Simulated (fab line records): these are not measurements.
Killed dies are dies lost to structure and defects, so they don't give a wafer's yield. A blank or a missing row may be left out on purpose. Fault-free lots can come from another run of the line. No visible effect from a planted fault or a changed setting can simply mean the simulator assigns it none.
Comparing a struck lot with a sound one | flow n5_finfet | 15 steps out of a route of 1938
Sound: these wafers, L887.1, L887.5, L887.6. Struck: wafer L893.1. (L893.3, L893.5 of the same lot were not struck and are left out.) The cause comes at the end.
Per side, at each step with rows, come the tool, then ch with its chambers, and then its first start. Under that, the readings that differ: sound wafers | struck wafers | difference of the means | sigmas: that difference in standard deviations of wafers without a fault.
alike: words and numbers the same on both sides, and readings whose means are apart by under 2 such deviations; not compared: readings that were withheld, readings missing a value for some wafer, numbers with overlapping values and no deviation given by the record, and bounds like >300 which may hide the same value.
The two part at a step that has a row with sigmas, a row that says differs or no value, or rows on one side only. Numbers that have no deviation but don't overlap get no sigmas and don't part them. A reading missing from all wafers of one side parts the sides only when that side holds two or more wafers.

first, 6 steps without rows for these wafers: N5_BEOL_M4_COAT_22 (resist thk 30 nm); N5_BEOL_M4_EBR_24; N5_BEOL_M4_SOFTBAKE_23 (time 60 s); N5_BEOL_M4_EXPOSE_25 (exposes mask V3, defocus 5 nm); N5_BEOL_M4_PEB_26 (peb time 60 s); N5_BEOL_M4_DEVELOP_27 (develop time 30 s).
N5_BEOL_M4_CD_MEAS_28: target cd 26.2 nm, target cd y 24.1 nm.
  sound on cd_sem-02 ch 0, day 11 05:58; struck on cd_sem-03 ch 0, day 12 05:28
  alike: cd_nm
N5_BEOL_M4_OVL_MEAS_29:
  sound on overlay-01 ch 0, day 11 06:00; struck on overlay-01 ch 0, day 12 05:29
  alike: V3_OVL
N5_BEOL_M4_INSPECT_30: inspects for defects (brightfield).
  sound on defect_inspect-01, day 11 06:04; struck on defect_inspect-01, day 12 05:33
  alike: raw_defect_count
N5_BEOL_M4_DESCUM_33: chemistry O2, time 7 s.
  sound on rie_diel-04 ch 0,1,3, day 11 06:25; struck on rie_diel-04 ch 2, day 12 05:52
  reading                     | sound       | struck | difference | sigmas
  drypump_motor_current_A (A) | 6.3 5.7 6.5 | 4.9    | -1.3       | -2
  alike: oes_product_au, rf_vpp_V, showerhead_plenum_p_Torr, throttle_valve_pct
  not compared: rf_hours_counter_h
N5_BEOL_M4_ETCH_77: etches underlayer in N2/H2, target depth 6.5 nm, time 5.2 s.
  sound on rie_diel-04 ch 0,1,3, day 11 06:27; struck on rie_diel-04 ch 2, day 12 05:53
  reading                     | sound          | struck | difference | sigmas
  drypump_motor_current_A (A) | 6.4 5.7 6.5    | 4.9    | -1.3       | -2
  etch_rf_on_time_s (s)       | 5.07 5.24 5.24 | 5.61   | +0.43      | +3
  alike: n2_flow_sccm, oes_product_au, rf_vpp_V, showerhead_plenum_p_Torr, throttle_valve_pct
  not compared: rf_hours_counter_h
N5_BEOL_M4_ETCH_69: etches SiARC in CF4, target depth 15.6 nm, time 26 s.
  sound on rie_diel-04 ch 0,1,3, day 11 06:28; struck on rie_diel-04 ch 2, day 12 05:55
  reading                     | sound          | struck | difference | sigmas
  drypump_motor_current_A (A) | 6.4 5.7 6.5    | 4.9    | -1.3       | -2
  etch_rf_on_time_s (s)       | 25.6 26.5 25.4 | 28.0   | +2.2       | +3
  alike: oes_product_au, rf_vpp_V, showerhead_plenum_p_Torr, throttle_valve_pct
  not compared: rf_hours_counter_h
N5_BEOL_M4_ALD_98: deposits SiO2, target thk 2.5 nm, pulse time 1 s, co reactant pulse time 1 s.
  sound on ald_sin-04 ch 0,1, day 11 06:33; struck on ald_sin-01 ch 2, day 12 05:59
  reading                                  | sound       | struck | difference | sigmas
  ald_cycles                               | 17 17 17    | 31     | +14        |
  model.SiO2_of_BEOL_M4_ALD_98.thk_nm (nm) | 2.6 2.6 2.6 | 4.6    | +2.0       |
  alike: heater_power_w, precursor_pulse_height_rel
N5_BEOL_M4_ETCHBACK_99: etches SiO2 in CHF3, target depth 5 nm, time 10.4 s.
  sound on rie_diel-05 ch 2,3, day 12 12:39; struck on rie_diel-04 ch 0, day 13 23:19
  alike: drypump_motor_current_A, oes_f_703_au, oes_product_au, rf_vpp_V, showerhead_plenum_p_Torr, throttle_valve_pct
  not compared: rf_hours_counter_h
N5_BEOL_M4_RC_MEAS_101:
  sound on prober-01 ch 0, day 12 19:18; struck on prober-01 ch 0, day 14 05:09
  alike: DIBL_N, DIBL_P, IOFF_N, IOFF_P, ION_N, ION_P, SS_N, SS_P, VT_N, VT_P

== WHERE THEY PART ==
First at N5_BEOL_M4_DESCUM_33; last, within this record, at N5_BEOL_M4_ETCH_69. Later steps at which nothing parts them and some readings are alike: N5_BEOL_M4_ALD_98, N5_BEOL_M4_ETCHBACK_99, N5_BEOL_M4_RC_MEAS_101.

WHY: what the simulator had put in
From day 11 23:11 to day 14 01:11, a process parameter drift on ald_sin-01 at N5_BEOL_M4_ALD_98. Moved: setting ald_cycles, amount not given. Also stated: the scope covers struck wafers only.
